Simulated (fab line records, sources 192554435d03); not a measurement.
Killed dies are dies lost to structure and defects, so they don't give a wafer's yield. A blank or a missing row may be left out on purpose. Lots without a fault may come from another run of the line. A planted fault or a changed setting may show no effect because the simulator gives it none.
Split-lot experiment | flow n5_finfet | 7 lots, 21 wafers read, on a route of 1938 steps

THE SPLIT
At N5_BEOL_M15_SPUTTER_44 (material Ta, target thk 15 nm, time 24.19 s), the setting power_w was moved away from the recipe's 15000 W on 4 of the 21 wafers read, by -8.0% to +16.8%. The other wafers ran this setting at the recipe's value.

The reading is taken at the split's own step.

THE READING
Ta_of_BEOL_M15_SPUTTER_44.thk_nm (the simulator's own value, which no gauge read), in nm, at N5_BEOL_M15_SPUTTER_44 (material Ta, target thk 15 nm, time 24.19 s). The file gives no usual value for it. The 17 wafers here that ran the recipe average 15.1 nm, standard deviation 0.21 nm.

wafer  | tool, chamber at the split | power_w as run, W | against the recipe | Ta_of_BEOL_M15_SPUTTER_44.thk_nm, nm | against lot-mates on the recipe
L079.1 | pvd_sputter-02, -          | 13800             | -8.0%              | 13.8                                 | -1.3
L079.2 | pvd_sputter-02, -          | 15000             | recipe             | 15                                   | -
L079.5 | pvd_sputter-02, -          | 15000             | recipe             | 15.2                                 | -
L081.2 | pvd_sputter-02, -          | 15000             | recipe             | 15.4                                 | -
L081.3 | pvd_sputter-02, -          | 15000             | recipe             | 15.4                                 | -
L081.6 | pvd_sputter-02, -          | 15000             | recipe             | 15.2                                 | -
L083.4 | pvd_sputter-01, -          | 15000             | recipe             | 15                                   | -
L083.5 | pvd_sputter-01, -          | 15000             | recipe             | 15.2                                 | -
L083.6 | pvd_sputter-01, -          | 13890             | -7.4%              | 14                                   | -1.1
L089.1 | pvd_sputter-02, -          | 15000             | recipe             | 15.2                                 | -
L089.6 | pvd_sputter-02, -          | 15000             | recipe             | 15.2                                 | -
L089.4 | pvd_sputter-02, -          | 15000             | recipe             | 15                                   | -
L091.1 | pvd_sputter-02, -          | 15000             | recipe             | 15.2                                 | -
L091.3 | pvd_sputter-02, -          | 15000             | recipe             | 15.4                                 | -
L091.4 | pvd_sputter-02, -          | 15000             | recipe             | 15.4                                 | -
L094.1 | pvd_sputter-01, -          | 17520             | +16.8%             | 17.4                                 | +2.6
L094.4 | pvd_sputter-01, -          | 15000             | recipe             | 14.8                                 | -
L094.6 | pvd_sputter-01, -          | 15000             | recipe             | 14.8                                 | -
L095.1 | pvd_sputter-01, -          | 15000             | recipe             | 14.8                                 | -
L095.3 | pvd_sputter-01, -          | 15000             | recipe             | 15                                   | -
L095.6 | pvd_sputter-01, -          | 16800             | +12.0%             | 16.6                                 | +1.7

THE FIT
A straight line over all 21 wafers: Ta_of_BEOL_M15_SPUTTER_44.thk_nm changes by +0.138 nm for each +1% of power_w; r = +0.96; the points scatter about the line by 0.21 nm.
The same after taking each lot's own level away (the mean of its wafers on the recipe; 21 wafers): +0.152 nm for each +1%; r = +0.99; scatter 0.093 nm.
On that fit, the largest move of power_w shifts the reading by 2.5 nm.
The lots' own levels span 14.80 to 15.33 nm, that is 2.6 times the standard deviation above.
So the lot-to-lot level changes the slope little: the two slopes agree.
Check: with one of the wafers moved furthest among these (+16.8%) left out of the fit, the line predicts +2.48 nm for it against its lot-mates. It came out at +2.6 nm against them.

OTHER SPLITS ON THESE WAFERS
These wafers also went through other splits before the reading. Each is held against what the fit with the lots' levels taken away leaves over:
other split on the same wafers | wafers away from the commonest value | r with Ta_of_BEOL_M15_SPUTTER_44.thk_nm (lot level and that fit taken away)
N5_BEOL_M13_ILD_DEP_00 time_s  | 7                                    | +0.14
N5_BEOL_M13_COAT_58 spin_rpm   | 5                                    | -0.10
N5_BEOL_M14_EXPOSE_07 dose_mj  | 7                                    | +0.06
N5_BEOL_M14_ETCH_59 time_s     | 9                                    | -0.18

THE FILE'S OWN FIT
Ta_of_BEOL_M15_SPUTTER_44.thk_nm changes by +0.152 nm for each +1% of power_w, r = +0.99.
